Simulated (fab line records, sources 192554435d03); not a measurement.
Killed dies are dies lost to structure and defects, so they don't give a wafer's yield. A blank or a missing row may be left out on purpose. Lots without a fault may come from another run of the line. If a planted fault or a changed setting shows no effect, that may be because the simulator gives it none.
Chamber matching / flow n5Finfet / 4 sister chambers for N5_MOL_CONTACT_COAG_ETCH_89 on rieDiel-06
The step etches underlayer in N2/H2, target depth 13 nm, time 10.4 s. 8 wafers are shown with their chamber, then 10 later ones without.

WAFERS WITH THEIR CHAMBER
wafer=L079.5; chamber=3; drypumpMotorCurrentA (A)=5.7; showerheadPlenumPTorr (Torr)=2.48
wafer=L083.1; chamber=0; drypumpMotorCurrentA (A)=4.9; showerheadPlenumPTorr (Torr)=2.51
wafer=L083.2; chamber=3; drypumpMotorCurrentA (A)=5.7; showerheadPlenumPTorr (Torr)=2.47
wafer=L083.3; chamber=2; drypumpMotorCurrentA (A)=6.4; showerheadPlenumPTorr (Torr)=2.70
wafer=L083.5; chamber=0; drypumpMotorCurrentA (A)=4.8; showerheadPlenumPTorr (Torr)=2.51
wafer=L083.6; chamber=1; drypumpMotorCurrentA (A)=5.5; showerheadPlenumPTorr (Torr)=2.58
wafer=L088.1; chamber=1; drypumpMotorCurrentA (A)=5.5; showerheadPlenumPTorr (Torr)=2.58
wafer=L088.3; chamber=2; drypumpMotorCurrentA (A)=6.4; showerheadPlenumPTorr (Torr)=2.70

WAFERS WITHOUT THEIR CHAMBER
wafer=L088.4; drypumpMotorCurrentA (A)=4.8; showerheadPlenumPTorr (Torr)=2.50
wafer=L092.1; drypumpMotorCurrentA (A)=5.6; showerheadPlenumPTorr (Torr)=2.58
wafer=L092.4; drypumpMotorCurrentA (A)=6.4; showerheadPlenumPTorr (Torr)=2.69
wafer=L092.6; drypumpMotorCurrentA (A)=5.6; showerheadPlenumPTorr (Torr)=2.58
wafer=L096.1; drypumpMotorCurrentA (A)=5.7; showerheadPlenumPTorr (Torr)=2.46
wafer=L096.2; drypumpMotorCurrentA (A)=5.5; showerheadPlenumPTorr (Torr)=2.58
wafer=L096.5; drypumpMotorCurrentA (A)=5.7; showerheadPlenumPTorr (Torr)=2.46
wafer=L097.1; drypumpMotorCurrentA (A)=5.5; showerheadPlenumPTorr (Torr)=2.57
wafer=L097.2; drypumpMotorCurrentA (A)=6.4; showerheadPlenumPTorr (Torr)=2.69
wafer=L097.4; drypumpMotorCurrentA (A)=5.7; showerheadPlenumPTorr (Torr)=2.46

CHAMBER TAKEN BY EACH
wafer=L088.4; from the rows above=0; in truth=0
wafer=L092.1; from the rows above=1; in truth=1
wafer=L092.4; from the rows above=2; in truth=2
wafer=L092.6; from the rows above=1; in truth=1
wafer=L096.1; from the rows above=3; in truth=3
wafer=L096.2; from the rows above=1; in truth=1
wafer=L096.5; from the rows above=3; in truth=3
wafer=L097.1; from the rows above=1; in truth=1
wafer=L097.2; from the rows above=2; in truth=2
wafer=L097.4; from the rows above=3; in truth=3
10 of 10 placed correctly. Number that these rows cannot place: 0. 0 placed wrongly.
How it was worked out, from the rows above alone: a wafer's distance from a chamber is the root of the sum, over the readings, of the square of ((its reading less the chamber's mean) divided by the reading's scatter). If the next closest chamber is less than 2 further off than the closest, the wafer can't be placed; otherwise it belongs to the closest. For every chamber, the mean is computed from those of its wafers that are shown. The scatter: the root of (the sum of the squares of (reading less its chamber's mean) over the shown wafers, divided by (wafers less chambers)).
